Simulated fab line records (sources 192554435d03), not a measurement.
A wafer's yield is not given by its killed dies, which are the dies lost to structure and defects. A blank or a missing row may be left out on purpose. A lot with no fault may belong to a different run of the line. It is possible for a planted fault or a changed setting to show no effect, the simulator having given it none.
Which of the tools did it? :: flow n5_finfet :: Sampling: 12 lots, 36 wafers, 2 of 1938 route steps

== WHAT THE GAUGES READ, wafer by wafer ==
N5_BEOL_M0_SAQP_CD_MEAS_25: the cd target is 13.1 nm.
lot: L076
measured: day 7 02:29
on: cd_sem-03
cd_nm (nm): 12.70 12.60 12.53

lot: L077
measured: day 7 02:56
on: cd_sem-03
cd_nm (nm): 12.74 12.70 12.48

lot: L079
measured: day 7 11:58
on: cd_sem-02
cd_nm (nm): 12.57 12.95 12.98

lot: L081
measured: day 7 17:44
on: cd_sem-03
cd_nm (nm): 12.55 12.91 12.75

lot: L083
measured: day 8 04:51
on: cd_sem-01
cd_nm (nm): 12.79 12.71 13.20

lot: L085
measured: day 8 20:43
on: cd_sem-03
cd_nm (nm): 12.94 12.77 13.04

lot: L087
measured: day 9 08:41
on: cd_sem-03
cd_nm (nm): 12.76 12.66 12.90

lot: L089
measured: day 9 20:39
on: cd_sem-02
cd_nm (nm): 13.07 12.79 12.82

lot: L091
measured: day 10 07:04
on: cd_sem-03
cd_nm (nm): 12.52 12.91 12.94

lot: L093
measured: day 10 20:34
on: cd_sem-03
cd_nm (nm): 12.47 12.53 12.99

lot: L097
measured: day 11 08:39
on: cd_sem-02
cd_nm (nm): 13.09 12.50 12.70

lot: L094
measured: day 11 14:16
on: cd_sem-03
cd_nm (nm): 12.90 12.93 12.54

== WHICH TOOL RAN EACH LOT (tool, then ch and the chambers of the sampled wafers, then the start) ==
lot: L076
N5_BEOL_M0_SAQP_RECESS_114: vapor_etch-02 ch 0,1, day 7 01:18

lot: L077
N5_BEOL_M0_SAQP_RECESS_114: vapor_etch-02 ch 0,1, day 7 01:42

lot: L079
N5_BEOL_M0_SAQP_RECESS_114: vapor_etch-02 ch 0,1, day 7 10:19

lot: L081
N5_BEOL_M0_SAQP_RECESS_114: vapor_etch-01 ch 0,1, day 7 16:38

lot: L083
N5_BEOL_M0_SAQP_RECESS_114: vapor_etch-01 ch 0,1, day 8 03:44

lot: L085
N5_BEOL_M0_SAQP_RECESS_114: vapor_etch-01 ch 0,1, day 8 19:31

lot: L087
N5_BEOL_M0_SAQP_RECESS_114: vapor_etch-02 ch 0,1, day 9 07:01

lot: L089
N5_BEOL_M0_SAQP_RECESS_114: vapor_etch-01 ch 0,1, day 9 19:35

lot: L091
N5_BEOL_M0_SAQP_RECESS_114: vapor_etch-01 ch 0,1, day 10 05:24

lot: L093
N5_BEOL_M0_SAQP_RECESS_114: vapor_etch-01 ch 0,1, day 10 19:37

lot: L097
N5_BEOL_M0_SAQP_RECESS_114: vapor_etch-01 ch 0,1, day 11 07:35

lot: L094
N5_BEOL_M0_SAQP_RECESS_114: vapor_etch-01 ch 0,1, day 11 13:13
- N5_BEOL_M0_SAQP_RECESS_114: chemistry HF/NH3, target SiO2, target depth 14.4 nm, afs cycles 3, sublimation time 60 s.

== THE ANSWER, worked out from the rows above alone ==
Rule: what is usual is taken from the lots themselves. The widest of any qualifying gaps counts: lots, ordered by their means at a reading, are off when they make up no more than a third of the lots, leave a main group of 4 or more, and stand apart from it by 3 or more times the standard deviation of that group's means. A main group is skipped when, at the precision printed for the reading in the tables above, its means are all equal. A lot without any number at a reading at which 4 lots or more have one is off too. Any other lot the step has rows for is counted as sound.
None of the lots is off at any reading shown; this tells nothing.

== WHAT HAD BEEN PUT IN BY THE SIMULATOR ==
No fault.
